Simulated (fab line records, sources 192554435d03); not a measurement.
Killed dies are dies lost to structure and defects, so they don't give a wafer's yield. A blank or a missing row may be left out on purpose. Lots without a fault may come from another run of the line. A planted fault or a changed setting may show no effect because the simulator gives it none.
Tool commonality check | flow n5_finfet | 9 lots, 27 wafers sampled

WHY IT WAS OPENED
At N5_BEOL_M4_RC_MEAS_101 the reading VT_P_LVT is flagged on 3 of 9 lots. Wafers without a fault read -99.6 mV, standard deviation 1.9.
Rule: a lot is flagged when every wafer of it that has a number lies more than 4 standard deviations from that mean, or none has a number. The other lots count as sound.

lot  | measured     | on        | VT_P_LVT (mV), wafer by wafer | flag
L906 | day 7 20:01  | prober-01 | -100.8 -99.3 -99.8            |
L907 | day 8 02:04  | prober-02 | -102.4 -101.2 -102.7          |
L915 | day 10 15:41 | prober-02 | -208.9 -207.3 -205.8          | FLAGGED
L916 | day 10 18:28 | prober-01 | -209.6 -207.0 -210.8          | FLAGGED
L918 | day 11 19:35 | prober-01 | -205.1 -205.9 -205.8          | FLAGGED
L917 | day 11 19:52 | prober-02 | -99.0 -101.5 -98.7            |
L925 | day 13 01:31 | prober-01 | -99.5 -101.1 -98.0            |
L926 | day 13 05:14 | prober-02 | -100.2 -100.0 -102.7          |
L929 | day 14 10:37 | prober-01 | -100.9 -100.5 -101.0          |
The numbers of the flagged lots are -207.4 mV on average: -107.8 mV against the usual, or -57 standard deviations.

WHICH TOOL RAN EACH LOT
The record holds 2 process steps before the reading, out of a route of 1938 steps. In each cell: the tool, then ch and the chambers that the sampled wafers went through, then the start.
lot  | flag    | N5_HKMG_FIN_STRIP_60                | N5_HKMG_FIN_ALD_79
L906 |         | plasma_asher-02 ch 1, day 4 01:35   | ald_metal-01 ch 1,3, day 4 02:04
L907 |         | plasma_asher-01 ch 0,1, day 4 07:58 | ald_metal-02 ch 0,2,3, day 4 08:20
L915 | FLAGGED | plasma_asher-02 ch 1, day 6 07:28   | ald_metal-04 ch 0,1,2, day 6 07:57
L916 | FLAGGED | plasma_asher-02 ch 0,1, day 6 15:41 | ald_metal-01 ch 0,1,2, day 6 16:10
L918 | FLAGGED | plasma_asher-02 ch 0,1, day 7 01:09 | ald_metal-01 ch 0,1,2, day 7 01:39
L917 |         | plasma_asher-02 ch 0,1, day 7 04:35 | ald_metal-01 ch 0,1, day 7 04:58
L925 |         | plasma_asher-02 ch 0,1, day 8 19:14 | ald_metal-04 ch 0,3, day 8 19:47
L926 |         | plasma_asher-02 ch 0,1, day 9 01:40 | ald_metal-01 ch 0,1,3, day 9 02:09
L929 |         | plasma_asher-02 ch 0,1, day 9 19:02 | ald_metal-04 ch 0,2,3, day 9 19:31
What these steps do:
- N5_HKMG_FIN_STRIP_60: strips in N2/H2, time 360 s.
- N5_HKMG_FIN_ALD_79: deposits TiN, target thk 1.5 nm, pulse time 1 s, purge time 3 s.
- N5_BEOL_M4_RC_MEAS_101

FLAGGED OVER TOTAL, TOOL BY TOOL (the gauges that took the reading come last)
step                   | tool            | lots run | flagged | share of the flagged lots | sound lots run after its first flagged lot
N5_HKMG_FIN_STRIP_60   | plasma_asher-01 | 1        | 0       | none                      | -
N5_HKMG_FIN_STRIP_60   | plasma_asher-02 | 8        | 3       | all                       | 4 (L917,L925,L926,L929)
N5_HKMG_FIN_ALD_79     | ald_metal-01    | 5        | 2       | some                      | 2 (L917,L926)
N5_HKMG_FIN_ALD_79     | ald_metal-02    | 1        | 0       | none                      | -
N5_HKMG_FIN_ALD_79     | ald_metal-04    | 3        | 1       | some                      | 2 (L925,L929)
N5_BEOL_M4_RC_MEAS_101 | prober-01       | 5        | 2       | some                      | 2 (L925,L929)
N5_BEOL_M4_RC_MEAS_101 | prober-02       | 4        | 1       | some                      | 2 (L917,L926)

WHAT THE TABLE ALLOWS
1 row of the table ran every flagged lot: plasma_asher-02 at N5_HKMG_FIN_STRIP_60.
- plasma_asher-02 at N5_HKMG_FIN_STRIP_60: 3 of its 8 lots flagged. Sound lots ran on it after the first flagged one (L917, L925, L926, L929), which a lasting fault on the whole tool wouldn't allow.
No row of the table ran every flagged lot and no sound lot after the first.

WHAT THE SIMULATOR HAD PUT IN
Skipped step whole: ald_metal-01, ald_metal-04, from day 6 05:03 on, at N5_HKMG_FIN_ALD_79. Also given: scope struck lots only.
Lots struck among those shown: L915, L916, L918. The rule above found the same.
